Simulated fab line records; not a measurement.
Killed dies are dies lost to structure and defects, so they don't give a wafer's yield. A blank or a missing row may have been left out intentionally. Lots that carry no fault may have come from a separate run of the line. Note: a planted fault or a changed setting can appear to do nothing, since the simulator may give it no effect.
Which tool did it? / flow n5 finfet / 72 wafers from 24 lots sampled at 6 of the route's 1938 steps

== WHAT THE GAUGES READ, wafer by wafer ==
N5_BEOL_M6_OVL_MEAS_29. Usual: V5_OVL gives -0.2 nm (standard deviation 0.92).
lot=L074; measured=day 8 21:05; on=overlay-01; V5_OVL (nm)=-1.3 0.4 -0.9; flag=
lot=L075; measured=day 8 23:49; on=overlay-01; V5_OVL (nm)=-0.6 0.1 -0.2; flag=
lot=L076; measured=day 9 08:41; on=overlay-01; V5_OVL (nm)=0.2 -0.6 -1.3; flag=
lot=L077; measured=day 9 15:05; on=overlay-02; V5_OVL (nm)=-0.8 -0.6 0.0; flag=
lot=L078; measured=day 9 21:32; on=overlay-02; V5_OVL (nm)=1.7 0.9 0.3; flag=
lot=L080; measured=day 10 04:35; on=overlay-01; V5_OVL (nm)=0.3 -0.8 1.3; flag=
lot=L081; measured=day 10 14:27; on=overlay-01; V5_OVL (nm)=0.5 1.1 -0.4; flag=
lot=L079; measured=day 10 14:17; on=overlay-02; V5_OVL (nm)=-0.2 -0.2 -0.4; flag=
lot=L083; measured=day 10 21:13; on=overlay-02; V5_OVL (nm)=-0.7 0.1 0.3; flag=
lot=L082; measured=day 11 06:47; on=overlay-02; V5_OVL (nm)=-0.3 -0.2 0.0; flag=
lot=L084; measured=day 11 18:29; on=overlay-02; V5_OVL (nm)=-2.6 -1.1 -1.0; flag=
lot=L085; measured=day 11 21:54; on=overlay-02; V5_OVL (nm)=0.2 -0.4 -1.0; flag=
lot=L086; measured=day 12 01:22; on=overlay-02; V5_OVL (nm)=1.5 -0.2 1.5; flag=
lot=L087; measured=day 12 09:26; on=overlay-02; V5_OVL (nm)=0.3 1.4 -0.1; flag=
lot=L088; measured=day 12 11:08; on=overlay-02; V5_OVL (nm)=-1.1 -2.3 -1.6; flag=
lot=L089; measured=day 12 15:19; on=overlay-01; V5_OVL (nm)=0.3 -1.1 0.3; flag=
lot=L090; measured=day 12 21:46; on=overlay-01; V5_OVL (nm)=-1.3 -0.4 -0.7; flag=
lot=L091; measured=day 13 01:25; on=overlay-01; V5_OVL (nm)=-1.0 0.6 0.6; flag=
lot=L092; measured=day 13 14:15; on=overlay-02; V5_OVL (nm)=0.6 -0.4 1.2; flag=
lot=L094; measured=day 13 17:50; on=overlay-01; V5_OVL (nm)=-0.5 0.6 0.2; flag=
lot=L093; measured=day 14 00:47; on=overlay-02; V5_OVL (nm)=-0.1 -0.5 -0.4; flag=
lot=L095; measured=day 14 10:27; on=overlay-02; V5_OVL (nm)=-0.3 -0.7 -0.7; flag=
lot=L096; measured=day 14 13:13; on=overlay-02; V5_OVL (nm)=0.5 1.3 0.8; flag=
lot=L097; measured=day 15 00:17; on=overlay-02; V5_OVL (nm)=-0.8 -1.4 -0.7; flag=

N5_BEOL_M6_THK_MEAS_53: measures by xrf. Usual: M6_THK gives 79.6 nm (standard deviation 1.8).
lot=L074; measured=day 9 03:14; on=film metro-01; M6_THK (nm)=77.2 79.9 77.5; flag=
lot=L075; measured=day 9 05:09; on=film metro-01; M6_THK (nm)=78.9 79.8 81.1; flag=
lot=L076; measured=day 9 13:26; on=film metro-01; M6_THK (nm)=78.4 80.0 79.5; flag=
lot=L077; measured=day 9 21:29; on=film metro-01; M6_THK (nm)=80.8 76.5 79.7; flag=
lot=L078; measured=day 10 03:56; on=film metro-02; M6_THK (nm)=77.6 79.9 80.9; flag=
lot=L080; measured=day 10 12:05; on=film metro-01; M6_THK (nm)=81.4 78.3 82.0; flag=
lot=L081; measured=day 10 22:23; on=film metro-02; M6_THK (nm)=78.6 81.3 81.5; flag=
lot=L079; measured=day 10 21:16; on=film metro-01; M6_THK (nm)=79.2 78.4 81.0; flag=
lot=L083; measured=day 11 03:13; on=film metro-02; M6_THK (nm)=79.2 81.4 81.1; flag=
lot=L082; measured=day 11 10:04; on=film metro-01; M6_THK (nm)=78.6 80.3 81.1; flag=
lot=L084; measured=day 11 21:53; on=film metro-01; M6_THK (nm)=80.2 76.9 80.2; flag=
lot=L085; measured=day 12 02:02; on=film metro-02; M6_THK (nm)=78.2 78.1 78.9; flag=
lot=L086; measured=day 12 06:05; on=film metro-02; M6_THK (nm)=81.3 82.0 78.6; flag=
lot=L087; measured=day 12 12:10; on=film metro-01; M6_THK (nm)=78.8 77.9 77.4; flag=
lot=L088; measured=day 12 15:41; on=film metro-02; M6_THK (nm)=80.0 79.2 77.5; flag=
lot=L089; measured=day 12 19:56; on=film metro-02; M6_THK (nm)=81.3 80.3 78.3; flag=
lot=L090; measured=day 13 01:19; on=film metro-02; M6_THK (nm)=80.0 79.2 75.9; flag=
lot=L091; measured=day 13 04:35; on=film metro-01; M6_THK (nm)=81.8 80.9 82.2; flag=
lot=L092; measured=day 13 17:05; on=film metro-01; M6_THK (nm)=76.1 79.4 80.1; flag=
lot=L094; measured=day 13 21:43; on=film metro-01; M6_THK (nm)=77.0 77.7 79.7; flag=
lot=L093; measured=day 14 04:40; on=film metro-01; M6_THK (nm)=80.7 84.6 83.6; flag=
lot=L095; measured=day 14 14:37; on=film metro-01; M6_THK (nm)=83.0 75.5 80.3; flag=
lot=L096; measured=day 14 17:56; on=film metro-01; M6_THK (nm)=77.8 80.2 81.5; flag=
lot=L097; measured=day 15 05:40; on=film metro-02; M6_THK (nm)=79.3 81.3 82.1; flag=

N5_BEOL_M7_CD_MEAS_28 targets a cd of 40 nm. Usual: cd nm at 40.06 nm, with a standard deviation of 0.23.
lot=L074; measured=day 9 08:17; on=cd sem-02; cd nm (nm)=40.43 40.04 40.18; flag=
lot=L075; measured=day 9 09:04; on=cd sem-02; cd nm (nm)=40.06 40.11 39.92; flag=
lot=L076; measured=day 9 18:20; on=cd sem-02; cd nm (nm)=40.03 40.17 39.99; flag=
lot=L077; measured=day 10 01:40; on=cd sem-01; cd nm (nm)=39.85 40.56 40.34; flag=
lot=L078; measured=day 10 07:31; on=cd sem-01; cd nm (nm)=39.60 39.81 39.98; flag=
lot=L080; measured=day 10 17:19; on=cd sem-03; cd nm (nm)=40.07 39.84 40.13; flag=
lot=L081; measured=day 11 01:19; on=cd sem-03; cd nm (nm)=40.03 40.22 39.81; flag=
lot=L079; measured=day 11 01:01; on=cd sem-03; cd nm (nm)=39.77 39.59 40.00; flag=
lot=L083; measured=day 11 07:11; on=cd sem-03; cd nm (nm)=39.70 40.20 39.71; flag=
lot=L082; measured=day 11 18:30; on=cd sem-02; cd nm (nm)=39.76 40.02 39.99; flag=
lot=L084; measured=day 12 01:17; on=cd sem-02; cd nm (nm)=40.06 40.24 40.63; flag=
lot=L085; measured=day 12 09:28; on=cd sem-03; cd nm (nm)=40.23 39.92 39.86; flag=
lot=L086; measured=day 12 13:25; on=cd sem-01; cd nm (nm)=39.60 39.77 40.26; flag=
lot=L087; measured=day 12 18:55; on=cd sem-02; cd nm (nm)=40.17 39.91 39.82; flag=
lot=L088; measured=day 12 21:37; on=cd sem-03; cd nm (nm)=39.89 39.85 40.26; flag=
lot=L089; measured=day 12 23:50; on=cd sem-01; cd nm (nm)=40.02 39.83 40.12; flag=
lot=L090; measured=day 13 05:56; on=cd sem-02; cd nm (nm)=40.61 40.20 40.02; flag=
lot=L091; measured=day 13 08:17; on=cd sem-03; cd nm (nm)=40.03 39.96 40.50; flag=
lot=L092; measured=day 13 20:56; on=cd sem-03; cd nm (nm)=40.07 39.69 40.06; flag=
lot=L094; measured=day 14 00:36; on=cd sem-02; cd nm (nm)=40.20 39.97 40.29; flag=
lot=L093; measured=day 14 08:24; on=cd sem-03; cd nm (nm)=40.01 40.09 40.27; flag=
lot=L095; measured=day 14 19:27; on=cd sem-02; cd nm (nm)=40.46 40.19 40.07; flag=
lot=L096; measured=day 14 22:20; on=cd sem-03; cd nm (nm)=40.42 40.00 40.45; flag=
lot=L097; measured=day 15 10:05; on=cd sem-02; cd nm (nm)=40.02 40.13 39.89; flag=

== EACH LOT AND THE TOOL THAT RAN IT (in order: tool; ch and the chambers of the sampled wafers; start) ==
lot=L074; N5_BEOL_M5_ETCH_67=rie diel-01 ch 0,1,2, day 8 07:52; N5_BEOL_M5_ETCH_68=rie diel-01 ch 0,1,2, day 8 07:54; N5_BEOL_M5_SPUTTER_83=pvd sputter-03, day 8 11:44
lot=L075; N5_BEOL_M5_ETCH_67=rie diel-06 ch 0,1,3, day 8 09:32; N5_BEOL_M5_ETCH_68=rie diel-06 ch 0,1,3, day 8 09:34; N5_BEOL_M5_SPUTTER_83=pvd sputter-01, day 8 14:44
lot=L076; N5_BEOL_M5_ETCH_67=rie diel-01 ch 0,2, day 8 18:48; N5_BEOL_M5_ETCH_68=rie diel-01 ch 0,2, day 8 18:49; N5_BEOL_M5_SPUTTER_83=pvd sputter-01, day 8 23:26
lot=L077; N5_BEOL_M5_ETCH_67=rie diel-04 ch 0,1,3, day 9 03:04; N5_BEOL_M5_ETCH_68=rie diel-04 ch 0,1,3, day 9 03:06; N5_BEOL_M5_SPUTTER_83=pvd sputter-01, day 9 07:13
lot=L078; N5_BEOL_M5_ETCH_67=rie diel-01 ch 2,3, day 9 09:07; N5_BEOL_M5_ETCH_68=rie diel-01 ch 2,3, day 9 09:08; N5_BEOL_M5_SPUTTER_83=pvd sputter-01, day 9 12:45
lot=L080; N5_BEOL_M5_ETCH_67=rie diel-06 ch 2,3, day 9 15:25; N5_BEOL_M5_ETCH_68=rie diel-06 ch 2,3, day 9 15:26; N5_BEOL_M5_SPUTTER_83=pvd sputter-02, day 9 19:37
lot=L081; N5_BEOL_M5_ETCH_67=rie diel-04 ch 0,2,3, day 10 01:58; N5_BEOL_M5_ETCH_68=rie diel-04 ch 0,2,3, day 10 01:59; N5_BEOL_M5_SPUTTER_83=pvd sputter-02, day 10 05:46
lot=L079; N5_BEOL_M5_ETCH_67=rie diel-06 ch 0,2,3, day 10 01:59; N5_BEOL_M5_ETCH_68=rie diel-06 ch 0,2,3, day 10 02:01; N5_BEOL_M5_SPUTTER_83=pvd sputter-01, day 10 05:49
lot=L083; N5_BEOL_M5_ETCH_67=rie diel-04 ch 1,2,3, day 10 07:41; N5_BEOL_M5_ETCH_68=rie diel-04 ch 1,2,3, day 10 07:43; N5_BEOL_M5_SPUTTER_83=pvd sputter-03, day 10 11:59
lot=L082; N5_BEOL_M5_ETCH_67=rie diel-01 ch 2,3, day 10 19:51; N5_BEOL_M5_ETCH_68=rie diel-01 ch 2,3, day 10 19:53; N5_BEOL_M5_SPUTTER_83=pvd sputter-03, day 10 23:33
lot=L084; N5_BEOL_M5_ETCH_67=rie diel-04 ch 0,2,3, day 11 02:17; N5_BEOL_M5_ETCH_68=rie diel-04 ch 0,2,3, day 11 02:19; N5_BEOL_M5_SPUTTER_83=pvd sputter-02, day 11 06:29
lot=L085; N5_BEOL_M5_ETCH_67=rie diel-04 ch 2,3, day 11 07:30; N5_BEOL_M5_ETCH_68=rie diel-04 ch 2,3, day 11 07:32; N5_BEOL_M5_SPUTTER_83=pvd sputter-02, day 11 11:29
lot=L086; N5_BEOL_M5_ETCH_67=rie diel-04 ch 0,2, day 11 12:35; N5_BEOL_M5_ETCH_68=rie diel-04 ch 0,2, day 11 12:36; N5_BEOL_M5_SPUTTER_83=pvd sputter-02, day 11 16:22
lot=L087; N5_BEOL_M5_ETCH_67=rie diel-01 ch 0,1,3, day 11 19:01; N5_BEOL_M5_ETCH_68=rie diel-01 ch 0,1,3, day 11 19:02; N5_BEOL_M5_SPUTTER_83=pvd sputter-01, day 11 23:18
lot=L088; N5_BEOL_M5_ETCH_67=rie diel-01 ch 0,2, day 11 22:14; N5_BEOL_M5_ETCH_68=rie diel-01 ch 0,2, day 11 22:16; N5_BEOL_M5_SPUTTER_83=pvd sputter-01, day 12 03:44
lot=L089; N5_BEOL_M5_ETCH_67=rie diel-06 ch 2,3, day 12 02:11; N5_BEOL_M5_ETCH_68=rie diel-06 ch 2,3, day 12 02:13; N5_BEOL_M5_SPUTTER_83=pvd sputter-03, day 12 08:02
lot=L090; N5_BEOL_M5_ETCH_67=rie diel-04 ch 0,2,3, day 12 09:38; N5_BEOL_M5_ETCH_68=rie diel-04 ch 0,2,3, day 12 09:40; N5_BEOL_M5_SPUTTER_83=pvd sputter-01, day 12 13:33
lot=L091; N5_BEOL_M5_ETCH_67=rie diel-01 ch 1,2, day 12 13:37; N5_BEOL_M5_ETCH_68=rie diel-01 ch 1,2, day 12 13:38; N5_BEOL_M5_SPUTTER_83=pvd sputter-03, day 12 17:49
lot=L092; N5_BEOL_M5_ETCH_67=rie diel-04 ch 2,3, day 13 01:29; N5_BEOL_M5_ETCH_68=rie diel-04 ch 2,3, day 13 01:31; N5_BEOL_M5_SPUTTER_83=pvd sputter-03, day 13 06:44
lot=L094; N5_BEOL_M5_ETCH_67=rie diel-06 ch 2,3, day 13 08:30; N5_BEOL_M5_ETCH_68=rie diel-06 ch 2,3, day 13 08:32; N5_BEOL_M5_SPUTTER_83=pvd sputter-01, day 13 12:23
lot=L093; N5_BEOL_M5_ETCH_67=rie diel-01 ch 0,1,3, day 13 09:01; N5_BEOL_M5_ETCH_68=rie diel-01 ch 0,1,3, day 13 09:02; N5_BEOL_M5_SPUTTER_83=pvd sputter-02, day 13 14:50
lot=L095; N5_BEOL_M5_ETCH_67=rie diel-04 ch 1,2,3, day 13 22:02; N5_BEOL_M5_ETCH_68=rie diel-04 ch 1,2,3, day 13 22:04; N5_BEOL_M5_SPUTTER_83=pvd sputter-02, day 14 03:09
lot=L096; N5_BEOL_M5_ETCH_67=rie diel-04 ch 0,1,2, day 14 01:30; N5_BEOL_M5_ETCH_68=rie diel-04 ch 0,1,2, day 14 01:31; N5_BEOL_M5_SPUTTER_83=pvd sputter-01, day 14 06:04
lot=L097; N5_BEOL_M5_ETCH_67=rie diel-04 ch 0,2, day 14 13:23; N5_BEOL_M5_ETCH_68=rie diel-04 ch 0,2, day 14 13:24; N5_BEOL_M5_SPUTTER_83=pvd sputter-03, day 14 17:35
- N5_BEOL_M5_ETCH_67: etches SiARC in CF4, target depth 15.6 nm, time 26 s.
- N5_BEOL_M5_ETCH_68: etches SOC in N2/H2, target depth 80 nm, overetch 16 nm, time 120 s.
- N5_BEOL_M5_SPUTTER_83: material Cu, target thk 15 nm, time 27.62 s.

== AS READ BY THE TOOLS THEMSELVES (means over the sampled wafers that have a number; for cases with no such wafer, the mark the record gives instead) ==
N5_BEOL_M5_ETCH_67. Usual: bias w 35.98 W, standard deviation 0.099; drypump motor current A 5.7 A, standard deviation 0.44; etch rf on time s 26.1 s, standard deviation 0.61; oes product au 0.66 a.u., standard deviation 0.077; rf vpp V 184.3 V, standard deviation 1.2; showerhead plenum p Torr 2.16 Torr, standard deviation 0.068; throttle valve pct 15.70 %, standard deviation 0.21.
lot=L074; tool=rie diel-01; bias w (W)=35.98; drypump motor current A (A)=5.9; etch rf on time s (s)=26.7; oes product au (a.u.)=0.63; rf vpp V (V)=184.2; showerhead plenum p Torr (Torr)=2.15; throttle valve pct (%)=15.85; flag=
lot=L075; tool=rie diel-06; bias w (W)=36.04; drypump motor current A (A)=5.8; etch rf on time s (s)=26.1; oes product au (a.u.)=0.63; rf vpp V (V)=183.7; showerhead plenum p Torr (Torr)=2.10; throttle valve pct (%)=15.68; flag=
lot=L076; tool=rie diel-01; bias w (W)=36.06; drypump motor current A (A)=5.5; etch rf on time s (s)=26.6; oes product au (a.u.)=0.63; rf vpp V (V)=184.4; showerhead plenum p Torr (Torr)=2.18; throttle valve pct (%)=15.84; flag=
lot=L077; tool=rie diel-04; bias w (W)=36.07; drypump motor current A (A)=5.6; etch rf on time s (s)=26.2; oes product au (a.u.)=0.61; rf vpp V (V)=185.6; showerhead plenum p Torr (Torr)=2.20; throttle valve pct (%)=15.82; flag=
lot=L078; tool=rie diel-01; bias w (W)=36.04; drypump motor current A (A)=5.4; etch rf on time s (s)=26.8; oes product au (a.u.)=0.63; rf vpp V (V)=184.8; showerhead plenum p Torr (Torr)=2.21; throttle valve pct (%)=15.75; flag=
lot=L080; tool=rie diel-06; bias w (W)=35.92; drypump motor current A (A)=5.7; etch rf on time s (s)=25.0; oes product au (a.u.)=0.68; rf vpp V (V)=183.9; showerhead plenum p Torr (Torr)=2.16; throttle valve pct (%)=15.66; flag=
lot=L081; tool=rie diel-04; bias w (W)=35.97; drypump motor current A (A)=5.7; etch rf on time s (s)=26.2; oes product au (a.u.)=0.64; rf vpp V (V)=184.2; showerhead plenum p Torr (Torr)=2.20; throttle valve pct (%)=15.65; flag=
lot=L079; tool=rie diel-06; bias w (W)=35.96; drypump motor current A (A)=5.5; etch rf on time s (s)=25.8; oes product au (a.u.)=0.67; rf vpp V (V)=184.9; showerhead plenum p Torr (Torr)=2.19; throttle valve pct (%)=15.70; flag=
lot=L083; tool=rie diel-04; bias w (W)=35.88; drypump motor current A (A)=5.8; etch rf on time s (s)=26.0; oes product au (a.u.)=0.63; rf vpp V (V)=184.4; showerhead plenum p Torr (Torr)=2.19; throttle valve pct (%)=15.77; flag=
lot=L082; tool=rie diel-01; bias w (W)=35.86; drypump motor current A (A)=5.4; etch rf on time s (s)=26.9; oes product au (a.u.)=0.61; rf vpp V (V)=185.2; showerhead plenum p Torr (Torr)=2.20; throttle valve pct (%)=15.75; flag=
lot=L084; tool=rie diel-04; bias w (W)=35.87; drypump motor current A (A)=5.7; etch rf on time s (s)=26.3; oes product au (a.u.)=0.64; rf vpp V (V)=184.9; showerhead plenum p Torr (Torr)=2.19; throttle valve pct (%)=15.66; flag=
lot=L085; tool=rie diel-04; bias w (W)=35.96; drypump motor current A (A)=6.0; etch rf on time s (s)=26.3; oes product au (a.u.)=0.66; rf vpp V (V)=183.6; showerhead plenum p Torr (Torr)=2.18; throttle valve pct (%)=15.60; flag=
lot=L086; tool=rie diel-04; bias w (W)=35.94; drypump motor current A (A)=5.5; etch rf on time s (s)=26.1; oes product au (a.u.)=0.65; rf vpp V (V)=184.3; showerhead plenum p Torr (Torr)=2.20; throttle valve pct (%)=15.64; flag=
lot=L087; tool=rie diel-01; bias w (W)=35.99; drypump motor current A (A)=6.2; etch rf on time s (s)=26.4; oes product au (a.u.)=0.60; rf vpp V (V)=182.9; showerhead plenum p Torr (Torr)=2.10; throttle valve pct (%)=15.84; flag=
lot=L088; tool=rie diel-01; bias w (W)=35.93; drypump motor current A (A)=5.8; etch rf on time s (s)=26.7; oes product au (a.u.)=0.60; rf vpp V (V)=183.2; showerhead plenum p Torr (Torr)=2.11; throttle valve pct (%)=15.96; flag=
lot=L089; tool=rie diel-06; bias w (W)=35.92; drypump motor current A (A)=5.7; etch rf on time s (s)=25.2; oes product au (a.u.)=0.81; rf vpp V (V)=183.8; showerhead plenum p Torr (Torr)=2.16; throttle valve pct (%)=15.36; flag=
lot=L090; tool=rie diel-04; bias w (W)=35.93; drypump motor current A (A)=5.7; etch rf on time s (s)=26.2; oes product au (a.u.)=0.72; rf vpp V (V)=184.0; showerhead plenum p Torr (Torr)=2.19; throttle valve pct (%)=15.51; flag=
lot=L091; tool=rie diel-01; bias w (W)=35.96; drypump motor current A (A)=5.5; etch rf on time s (s)=26.4; oes product au (a.u.)=0.63; rf vpp V (V)=184.7; showerhead plenum p Torr (Torr)=2.20; throttle valve pct (%)=15.83; flag=
lot=L092; tool=rie diel-04; bias w (W)=35.94; drypump motor current A (A)=6.0; etch rf on time s (s)=26.3; oes product au (a.u.)=0.76; rf vpp V (V)=184.2; showerhead plenum p Torr (Torr)=2.19; throttle valve pct (%)=15.36; flag=
lot=L094; tool=rie diel-06; bias w (W)=35.98; drypump motor current A (A)=5.7; etch rf on time s (s)=25.2; oes product au (a.u.)=0.78; rf vpp V (V)=184.8; showerhead plenum p Torr (Torr)=2.15; throttle valve pct (%)=15.38; flag=
lot=L093; tool=rie diel-01; bias w (W)=35.92; drypump motor current A (A)=6.2; etch rf on time s (s)=26.4; oes product au (a.u.)=0.68; rf vpp V (V)=182.8; showerhead plenum p Torr (Torr)=2.09; throttle valve pct (%)=15.71; flag=
lot=L095; tool=rie diel-04; bias w (W)=35.93; drypump motor current A (A)=5.8; etch rf on time s (s)=25.9; oes product au (a.u.)=0.77; rf vpp V (V)=185.2; showerhead plenum p Torr (Torr)=2.18; throttle valve pct (%)=15.47; flag=
lot=L096; tool=rie diel-04; bias w (W)=35.93; drypump motor current A (A)=5.5; etch rf on time s (s)=25.8; oes product au (a.u.)=0.72; rf vpp V (V)=184.7; showerhead plenum p Torr (Torr)=2.18; throttle valve pct (%)=15.63; flag=
lot=L097; tool=rie diel-04; bias w (W)=36.12; drypump motor current A (A)=5.7; etch rf on time s (s)=26.3; oes product au (a.u.)=0.66; rf vpp V (V)=183.5; showerhead plenum p Torr (Torr)=2.17; throttle valve pct (%)=15.62; flag=

N5_BEOL_M5_ETCH_68. Usual: bias w 150.0 W, standard deviation 0.45; drypump motor current A 5.7 A, standard deviation 0.44; h2 flow sccm 200.0 sccm, standard deviation 0.62; oes product au 0.59 a.u., standard deviation 0.064; rf vpp V 524.6 V, standard deviation 2.5; showerhead plenum p Torr 2.56 Torr, standard deviation 0.082; throttle valve pct 17.87 %, standard deviation 0.27.
lot=L074; tool=rie diel-01; bias w (W)=150.1; drypump motor current A (A)=5.9; h2 flow sccm (sccm)=199.7; oes product au (a.u.)=0.58; rf vpp V (V)=523.9; showerhead plenum p Torr (Torr)=2.53; throttle valve pct (%)=17.96; flag=
lot=L075; tool=rie diel-06; bias w (W)=150.3; drypump motor current A (A)=5.8; h2 flow sccm (sccm)=200.6; oes product au (a.u.)=0.57; rf vpp V (V)=522.6; showerhead plenum p Torr (Torr)=2.50; throttle valve pct (%)=17.92; flag=
lot=L076; tool=rie diel-01; bias w (W)=150.0; drypump motor current A (A)=5.5; h2 flow sccm (sccm)=199.9; oes product au (a.u.)=0.58; rf vpp V (V)=525.9; showerhead plenum p Torr (Torr)=2.56; throttle valve pct (%)=17.88; flag=
lot=L077; tool=rie diel-04; bias w (W)=150.4; drypump motor current A (A)=5.6; h2 flow sccm (sccm)=199.7; oes product au (a.u.)=0.55; rf vpp V (V)=526.1; showerhead plenum p Torr (Torr)=2.62; throttle valve pct (%)=18.04; flag=
lot=L078; tool=rie diel-01; bias w (W)=150.1; drypump motor current A (A)=5.4; h2 flow sccm (sccm)=200.2; oes product au (a.u.)=0.57; rf vpp V (V)=525.3; showerhead plenum p Torr (Torr)=2.60; throttle valve pct (%)=17.82; flag=
lot=L080; tool=rie diel-06; bias w (W)=149.5; drypump motor current A (A)=5.7; h2 flow sccm (sccm)=199.7; oes product au (a.u.)=0.60; rf vpp V (V)=525.9; showerhead plenum p Torr (Torr)=2.56; throttle valve pct (%)=17.84; flag=
lot=L081; tool=rie diel-04; bias w (W)=149.8; drypump motor current A (A)=5.7; h2 flow sccm (sccm)=200.5; oes product au (a.u.)=0.58; rf vpp V (V)=526.1; showerhead plenum p Torr (Torr)=2.60; throttle valve pct (%)=17.74; flag=
lot=L079; tool=rie diel-06; bias w (W)=149.9; drypump motor current A (A)=5.5; h2 flow sccm (sccm)=200.1; oes product au (a.u.)=0.60; rf vpp V (V)=526.0; showerhead plenum p Torr (Torr)=2.61; throttle valve pct (%)=17.86; flag=
lot=L083; tool=rie diel-04; bias w (W)=149.8; drypump motor current A (A)=5.8; h2 flow sccm (sccm)=200.4; oes product au (a.u.)=0.56; rf vpp V (V)=525.2; showerhead plenum p Torr (Torr)=2.59; throttle valve pct (%)=17.95; flag=
lot=L082; tool=rie diel-01; bias w (W)=150.1; drypump motor current A (A)=5.4; h2 flow sccm (sccm)=199.7; oes product au (a.u.)=0.57; rf vpp V (V)=524.6; showerhead plenum p Torr (Torr)=2.59; throttle valve pct (%)=17.83; flag=
lot=L084; tool=rie diel-04; bias w (W)=149.4; drypump motor current A (A)=5.7; h2 flow sccm (sccm)=199.6; oes product au (a.u.)=0.57; rf vpp V (V)=526.1; showerhead plenum p Torr (Torr)=2.59; throttle valve pct (%)=17.74; flag=
lot=L085; tool=rie diel-04; bias w (W)=150.2; drypump motor current A (A)=5.9; h2 flow sccm (sccm)=200.2; oes product au (a.u.)=0.59; rf vpp V (V)=525.2; showerhead plenum p Torr (Torr)=2.57; throttle valve pct (%)=17.64; flag=
lot=L086; tool=rie diel-04; bias w (W)=149.6; drypump motor current A (A)=5.5; h2 flow sccm (sccm)=200.2; oes product au (a.u.)=0.59; rf vpp V (V)=525.9; showerhead plenum p Torr (Torr)=2.60; throttle valve pct (%)=17.73; flag=
lot=L087; tool=rie diel-01; bias w (W)=150.6; drypump motor current A (A)=6.2; h2 flow sccm (sccm)=199.6; oes product au (a.u.)=0.54; rf vpp V (V)=522.0; showerhead plenum p Torr (Torr)=2.48; throttle valve pct (%)=18.01; flag=
lot=L088; tool=rie diel-01; bias w (W)=150.4; drypump motor current A (A)=5.8; h2 flow sccm (sccm)=200.5; oes product au (a.u.)=0.55; rf vpp V (V)=522.0; showerhead plenum p Torr (Torr)=2.47; throttle valve pct (%)=18.01; flag=
lot=L089; tool=rie diel-06; bias w (W)=149.6; drypump motor current A (A)=5.7; h2 flow sccm (sccm)=199.6; oes product au (a.u.)=0.71; rf vpp V (V)=524.9; showerhead plenum p Torr (Torr)=2.56; throttle valve pct (%)=17.55; flag=
lot=L090; tool=rie diel-04; bias w (W)=150.1; drypump motor current A (A)=5.7; h2 flow sccm (sccm)=200.3; oes product au (a.u.)=0.64; rf vpp V (V)=526.2; showerhead plenum p Torr (Torr)=2.59; throttle valve pct (%)=17.59; flag=
lot=L091; tool=rie diel-01; bias w (W)=150.2; drypump motor current A (A)=5.5; h2 flow sccm (sccm)=200.0; oes product au (a.u.)=0.57; rf vpp V (V)=524.9; showerhead plenum p Torr (Torr)=2.60; throttle valve pct (%)=17.91; flag=
lot=L092; tool=rie diel-04; bias w (W)=150.3; drypump motor current A (A)=6.0; h2 flow sccm (sccm)=200.1; oes product au (a.u.)=0.68; rf vpp V (V)=525.4; showerhead plenum p Torr (Torr)=2.58; throttle valve pct (%)=17.43; flag=
lot=L094; tool=rie diel-06; bias w (W)=150.1; drypump motor current A (A)=5.7; h2 flow sccm (sccm)=199.8; oes product au (a.u.)=0.69; rf vpp V (V)=524.2; showerhead plenum p Torr (Torr)=2.55; throttle valve pct (%)=17.58; flag=
lot=L093; tool=rie diel-01; bias w (W)=149.8; drypump motor current A (A)=6.2; h2 flow sccm (sccm)=199.6; oes product au (a.u.)=0.60; rf vpp V (V)=521.8; showerhead plenum p Torr (Torr)=2.47; throttle valve pct (%)=17.89; flag=
lot=L095; tool=rie diel-04; bias w (W)=150.3; drypump motor current A (A)=5.8; h2 flow sccm (sccm)=199.6; oes product au (a.u.)=0.69; rf vpp V (V)=525.0; showerhead plenum p Torr (Torr)=2.58; throttle valve pct (%)=17.71; flag=
lot=L096; tool=rie diel-04; bias w (W)=150.4; drypump motor current A (A)=5.5; h2 flow sccm (sccm)=200.3; oes product au (a.u.)=0.64; rf vpp V (V)=525.5; showerhead plenum p Torr (Torr)=2.59; throttle valve pct (%)=17.87; flag=
lot=L097; tool=rie diel-04; bias w (W)=150.1; drypump motor current A (A)=5.7; h2 flow sccm (sccm)=200.2; oes product au (a.u.)=0.59; rf vpp V (V)=524.6; showerhead plenum p Torr (Torr)=2.57; throttle valve pct (%)=17.68; flag=

N5_BEOL_M5_SPUTTER_83. Usual: throttle valve pct at 29.9 %, with a standard deviation of 1.2.
lot=L074; tool=pvd sputter-03; throttle valve pct (%)=30.3; flag=
lot=L075; tool=pvd sputter-01; throttle valve pct (%)=28.9; flag=
lot=L076; tool=pvd sputter-01; throttle valve pct (%)=31.0; flag=
lot=L077; tool=pvd sputter-01; throttle valve pct (%)=30.0; flag=
lot=L078; tool=pvd sputter-01; throttle valve pct (%)=29.7; flag=
lot=L080; tool=pvd sputter-02; throttle valve pct (%)=30.2; flag=
lot=L081; tool=pvd sputter-02; throttle valve pct (%)=30.1; flag=
lot=L079; tool=pvd sputter-01; throttle valve pct (%)=29.2; flag=
lot=L083; tool=pvd sputter-03; throttle valve pct (%)=28.5; flag=
lot=L082; tool=pvd sputter-03; throttle valve pct (%)=30.4; flag=
lot=L084; tool=pvd sputter-02; throttle valve pct (%)=29.7; flag=
lot=L085; tool=pvd sputter-02; throttle valve pct (%)=30.1; flag=
lot=L086; tool=pvd sputter-02; throttle valve pct (%)=30.6; flag=
lot=L087; tool=pvd sputter-01; throttle valve pct (%)=30.2; flag=
lot=L088; tool=pvd sputter-01; throttle valve pct (%)=30.9; flag=
lot=L089; tool=pvd sputter-03; throttle valve pct (%)=30.3; flag=
lot=L090; tool=pvd sputter-01; throttle valve pct (%)=29.7; flag=
lot=L091; tool=pvd sputter-03; throttle valve pct (%)=30.3; flag=
lot=L092; tool=pvd sputter-03; throttle valve pct (%)=29.3; flag=
lot=L094; tool=pvd sputter-01; throttle valve pct (%)=29.6; flag=
lot=L093; tool=pvd sputter-02; throttle valve pct (%)=30.2; flag=
lot=L095; tool=pvd sputter-02; throttle valve pct (%)=29.6; flag=
lot=L096; tool=pvd sputter-01; throttle valve pct (%)=29.8; flag=
lot=L097; tool=pvd sputter-03; throttle valve pct (%)=29.9; flag=

== THE ANSWER, worked out from the rows above alone ==
Rule: lot off if the mean of its wafers having a number is beyond 3 standard deviations from the usual mean. Also off: a lot with no number at a reading for which 4 or more lots have one. Where the step has rows for the other lots, those lots are counted as sound. Order of review: gauges by route order, followed by the tools' own readings, for which a lot's mean as printed above is used. At the first step where some lot is off, the reading lying furthest off is the one used; lots without a number count as furthest.
No lot is off at any reading shown: from this, nothing can be told.

== WHAT THE SIMULATOR PUT IN ==
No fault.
